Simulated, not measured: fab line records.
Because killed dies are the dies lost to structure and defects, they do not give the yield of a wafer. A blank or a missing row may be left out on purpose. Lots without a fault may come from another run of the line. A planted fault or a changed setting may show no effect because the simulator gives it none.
fab line records	flow n5-finfet	part 2 of 2: steps 5 to 6 of 6
record lots=21	wafers=63	last-day=19
route steps=1938 shown DUMMY_REMOVAL@377 HKMG_FIN@400
lots that met no fault: taken from a fault-free run of the same line
start-h: hours from the record's first day to the start of the lot's first wafer shown	wait-h: how many hours have passed since the lot's step before this one	" identical to the entry in the row above	L1.1+2: one row covering several wafers at once	- no value, or no start given	* or withheld: withheld	< > ~ a bound
route shown NAME@n: NAME is a module with steps in the file, n the number in the route of the first one	usual: mean/standard deviation of fault-free wafers	same: alike in all rows	chamber/n: place in a boat	sites: readings site by site	_std_site: the standard deviation of these	_edge_site: mean of outer sites minus mean of inner sites	radius-mm: for every site, how far away it sits from the centre of the wafer	mask NAME#n: copy n	behind: the tool/chamber that last shaped the wafer	hold: what put the lot on hold/how long, in hours/how the hold closed	device: names the non-switching transistor (n, p or np)	end of line: the route-end tests of the same wafers	a step with no rows: only its recipe	killed: the dies lost at the first sort to structure and to defects; this is not the yield of the wafer	map: shows each die of a wafer: x if killed, . if not, _ if none is there
set.NAME: the setting that was run; set.NAME@STEP: the one run at that earlier step	model.NAME: the simulator's own value behind a step, which no gauge read
route steps across a sampled set of lots; one table per step, one row per wafer
services: from which hour (start-h, from the record's first day; less than 0 if before it) a tool's chamber was out of use, for how many hours, and why
## steps
# step N5_HKMG_FIN_ETCH_86
# recipe chemistry=N2/H2	target=SOC	target-depth-a=3932	stop-on=TiN	ion-energy-ev=100	bias-w=61	pressure-mtorr=30	source-w=850	n2-flow-sccm=200	h2-flow-sccm=200
# usual drypump-motor-current-A=5.8/0.44	oes-product-au=0.80/0.085	rf-fwd-power-W=843/3.3	rf-vpp-V=240.8/1.3	showerhead-plenum-p-Torr=2.54/0.091	throttle-valve-pct=17.74/0.25
lot.wafer	tool	chamber	start-h	wait-h	drypump-motor-current-A	oes-product-au	rf-fwd-power-W	rf-hours-counter-h	rf-vpp-V	showerhead-plenum-p-Torr	throttle-valve-pct
L075.1	rie-diel-01	1	91.61	-	6.5	0.88	836	19	238.0	2.51	17.51
L075.2	"	3	"	"	5.2	0.78	847	132	238.2	2.33	17.42
L075.6	"	3	"	"	5.1	0.77	847	-	239.5	2.33	17.43
L076.3	rie-diel-05	2	92.03	-	5.6	0.76	847	-	242.0	2.65	17.91
L076.4	"	3	"	"	5.6	0.66	840	-	239.5	2.49	17.72
L076.6	"	2	"	"	5.6	0.76	844	-	242.7	2.65	17.93
L078.2	rie-diel-05	0	99.50	-	5.3	0.90	839	19	239.8	2.59	17.59
L078.3	"	3	"	"	5.6	0.66	844	259	240.3	2.49	17.75
L078.6	"	0	"	"	5.4	0.90	844	-	240.7	2.59	17.61
L077.4	rie-diel-05	0	103.63	-	5.4	0.90	841	-	241.0	2.59	17.60
L077.5	"	0	"	"	5.4	0.89	844	-	241.4	2.59	17.61
L077.6	"	0	"	"	5.3	0.90	838	-	241.4	2.59	17.61
L080.2	rie-diel-01	3	114.65	-	5.2	0.78	842	141	238.7	2.33	17.46
L080.4	"	2	"	"	5.4	0.73	837	182	241.6	2.63	17.88
L080.5	"	3	"	"	5.2	0.77	845	-	236.8	2.33	17.44
L079.1	rie-diel-05	3	115.50	-	5.5	0.66	844	264	241.7	2.49	17.76
L079.4	"	3	"	"	5.5	0.66	840	-	239.1	2.49	17.73
L079.6	"	0	"	"	5.4	0.88	843	-	241.0	2.59	17.61
L081.1	rie-diel-03	1	119.76	-	6.5	0.90	843	22	242.8	2.60	17.51
L081.2	"	2	"	"	6.8	0.86	848	38	241.4	2.59	17.82
L081.6	"	1	"	"	6.4	0.89	842	-	239.0	2.60	17.52
L082.1	rie-diel-05	3	127.78	-	5.5	0.66	843	267	240.6	2.49	17.75
L082.3	"	2	"	"	5.6	0.75	839	170	240.7	2.65	17.95
L082.4	"	2	"	"	5.6	0.75	839	-	242.8	2.65	17.93
L084.1	rie-diel-05	0	134.97	-	5.4	0.86	846	39	241.7	2.58	17.64
L084.3	"	2	"	"	5.6	0.75	838	174	243.1	2.65	17.96
L084.4	"	2	"	"	5.6	0.75	840	-	241.6	2.65	17.96
L085.1	rie-diel-03	3	144.98	-	5.6	0.69	846	223	242.1	2.62	18.37
L085.4	"	2	"	"	6.7	0.85	843	47	241.3	2.58	17.84
L085.6	"	3	"	"	5.6	0.69	847	-	240.7	2.62	18.35
L086.2	rie-diel-05	0	153.02	-	5.3	0.85	844	47	240.8	2.58	17.63
L086.4	"	2	"	"	5.6	0.74	843	-	242.3	2.64	17.94
L086.5	"	0	"	"	5.4	0.85	844	-	241.3	2.58	17.65
L087.1	rie-diel-01	3	155.16	-	5.1	0.76	843	156	238.5	2.32	17.47
L087.2	"	0	"	"	6.2	0.77	837	137	239.5	2.44	17.80
L087.5	"	1	"	"	6.5	0.83	841	-	240.7	2.50	17.56
L088.2	rie-diel-03	3	165.47	-	5.6	0.68	844	231	241.6	2.62	18.37
L088.3	"	0	"	"	6.0	0.83	843	67	239.5	2.48	17.98
L088.6	"	0	"	"	6.0	0.84	839	-	240.6	2.48	17.97
L089.2	rie-diel-01	0	173.40	-	6.2	0.77	842	143	239.0	2.43	17.83
L089.3	"	2	"	"	5.4	0.71	842	203	242.3	2.62	17.91
L089.5	"	0	"	"	6.3	0.77	850	-	240.0	2.43	17.81
L090.2	rie-diel-05	0	174.22	-	5.4	0.84	845	55	242.5	2.58	17.66
L090.4	"	2	"	"	5.6	0.74	839	191	241.2	2.64	17.99
L090.6	"	0	"	"	5.4	0.84	845	-	241.8	2.58	17.65
L091.2	rie-diel-05	0	177.98	-	5.4	0.83	844	56	243.5	2.58	17.66
L091.5	"	2	"	"	5.7	0.74	841	-	242.0	2.64	17.98
L091.6	"	3	"	"	5.6	0.94	842	-	239.9	2.48	17.31
L093.2	rie-diel-05	3	195.20	-	5.5	0.92	844	10	239.6	2.48	17.31
L093.4	"	1	"	"	6.2	0.90	846	25	240.1	2.48	17.55
L093.6	"	0	"	"	5.4	0.83	846	-	241.7	2.57	17.67
L094.1	rie-diel-05	0	198.51	-	5.3	0.84	846	63	240.5	2.57	17.68
L094.3	"	3	"	"	5.5	0.92	846	11	239.8	2.48	17.32
L094.4	"	2	"	"	5.6	0.72	841	200	241.6	2.64	17.98
L095.2	rie-diel-05	2	205.30	-	5.6	0.73	841	202	240.5	2.64	18.00
L095.5	"	0	"	"	5.3	0.82	842	-	240.9	2.57	17.65
L095.6	"	3	"	"	5.6	0.91	845	-	241.4	2.48	17.31
L096.2	rie-diel-03	2	210.38	-	6.7	0.82	842	67	241.4	2.58	17.86
L096.5	"	0	"	"	6.0	0.82	849	-	240.1	2.47	18.00
L096.6	"	3	"	"	5.6	0.68	843	-	241.9	2.61	18.40
L097.1	rie-diel-01	0	215.64	-	6.2	0.76	844	155	240.2	2.43	17.82
L097.5	"	3	"	"	5.1	0.74	847	-	237.9	2.31	17.52
L097.6	"	0	"	"	6.2	0.76	837	-	238.6	2.43	17.84
# step N5_HKMG_FIN_STRIP_88
# recipe chemistry=N2/H2	power-w=2500	temp-c=300	h2-frac=0.65	time-s=360	pressure-mtorr=withheld	n2-flow-sccm=1750	h2-flow-sccm=3250
# usual drypump-motor-current-A=5.9/0.32	heater-power-w=458/46
lot.wafer	tool	chamber	start-h	wait-h	drypump-motor-current-A	heater-power-w	rf-hours-counter-h
L075.1	plasma-asher-01	0	91.86	0.0	6.1	465	89
L075.2	"	1	"	"	6.3	506	89
L075.6	"	0	"	"	6.1	474	-
L076.3	plasma-asher-02	0	92.43	0.1	5.7	379	-
L076.4	"	1	"	"	5.5	477	-
L076.6	"	0	"	"	5.7	373	-
L078.2	plasma-asher-01	0	99.75	0.0	6.1	463	90
L078.3	"	0	"	"	6.1	483	-
L078.6	"	0	"	"	6.1	465	-
L077.4	plasma-asher-02	0	104.17	0.1	5.7	385	-
L077.5	"	0	"	"	5.7	375	-
L077.6	"	1	"	"	5.5	471	-
L080.2	plasma-asher-01	0	114.97	0.0	6.1	466	93
L080.4	"	0	"	"	6.1	487	-
L080.5	"	0	"	"	6.1	473	-
L079.1	plasma-asher-01	0	115.81	0.0	6.1	489	93
L079.4	"	0	"	"	6.1	459	-
L079.6	"	0	"	"	6.1	471	-
L081.1	plasma-asher-02	1	120.01	0.0	5.5	463	47
L081.2	"	0	"	"	5.7	391	47
L081.6	"	0	"	"	5.7	395	-
L082.1	plasma-asher-01	1	128.03	0.0	6.3	517	96
L082.3	"	1	"	"	6.4	510	-
L082.4	"	0	"	"	6.1	485	-
L084.1	plasma-asher-01	1	135.22	0.0	6.3	506	97
L084.3	"	0	"	"	6.2	476	-
L084.4	"	1	"	"	6.3	511	-
L085.1	plasma-asher-02	0	145.23	0.0	5.7	383	53
L085.4	"	1	"	"	5.6	475	-
L085.6	"	0	"	"	5.7	384	-
L086.2	plasma-asher-02	0	153.27	0.0	5.7	390	54
L086.4	"	0	"	"	5.7	380	-
L086.5	"	0	"	"	5.7	384	-
L087.1	plasma-asher-02	1	155.42	0.0	5.5	474	55
L087.2	"	0	"	"	5.7	389	55
L087.5	"	0	"	"	5.7	389	-
L088.2	plasma-asher-01	1	165.72	0.0	6.4	501	102
L088.3	"	1	"	"	6.4	506	-
L088.6	"	1	"	"	6.4	507	-
L089.2	plasma-asher-02	1	173.71	0.1	5.6	494	58
L089.3	"	1	"	"	5.5	478	-
L089.5	"	0	"	"	5.7	384	-
L090.2	plasma-asher-02	0	174.47	0.0	5.7	386	58
L090.4	"	0	"	"	5.7	392	-
L090.6	"	1	"	"	5.5	480	-
L091.2	plasma-asher-01	0	178.24	0.0	6.1	473	106
L091.5	"	1	"	"	6.3	514	-
L091.6	"	0	"	"	6.1	483	-
L093.2	plasma-asher-02	1	195.45	0.0	5.5	469	62
L093.4	"	0	"	"	5.7	390	-
L093.6	"	0	"	"	5.7	374	-
L094.1	plasma-asher-02	1	198.77	0.0	5.6	473	63
L094.3	"	1	"	"	5.5	470	-
L094.4	"	0	"	"	5.7	386	-
L095.2	plasma-asher-01	1	205.55	0.0	6.3	503	112
L095.5	"	0	"	"	6.1	480	-
L095.6	"	1	"	"	6.3	518	-
L096.2	plasma-asher-02	0	210.63	0.0	5.7	395	65
L096.5	"	0	"	"	5.7	389	-
L096.6	"	1	"	"	5.5	479	-
L097.1	plasma-asher-01	0	215.90	0.0	6.1	483	114
L097.5	"	1	"	"	6.3	508	-
L097.6	"	0	"	"	6.1	473	-
## services
tool	chamber	start-h	hours	kind
plasma-asher-01	-	66.42	4.4	repair
rie-diel-02	-	70.01	0.2	repair
rie-diel-05	1	84.10	21.9	repair
rie-diel-04	0	87.25	-	clean
rie-diel-04	0	87.25	-	consumable-replace:focus-ring
rie-diel-04	0	87.25	21.7	scheduled-down
rie-diel-04	0	87.25	21.7	vent-cycle
rie-diel-05	3	96.30	1.8	repair
rie-diel-05	2	100.11	16.3	repair
rie-diel-06	0	104.78	5.5	repair
rie-diel-04	-	116.06	28.1	pm
rie-diel-05	1	116.46	-	clean
rie-diel-05	1	116.46	-	consumable-replace:focus-ring
rie-diel-05	3	119.45	6.4	repair
rie-diel-05	3	134.83	-	clean
rie-diel-05	3	134.83	-	consumable-replace:focus-ring
rie-diel-05	3	134.83	29.9	scheduled-down
rie-diel-05	3	134.83	29.9	vent-cycle
rie-diel-02	1	154.13	5.4	repair
rie-diel-03	2	157.49	2.7	repair
rie-diel-02	0	165.92	-	clean
rie-diel-04	3	167.41	8.7	repair
rie-diel-02	-	179.40	1.0	repair
rie-diel-06	2	189.08	10.0	repair
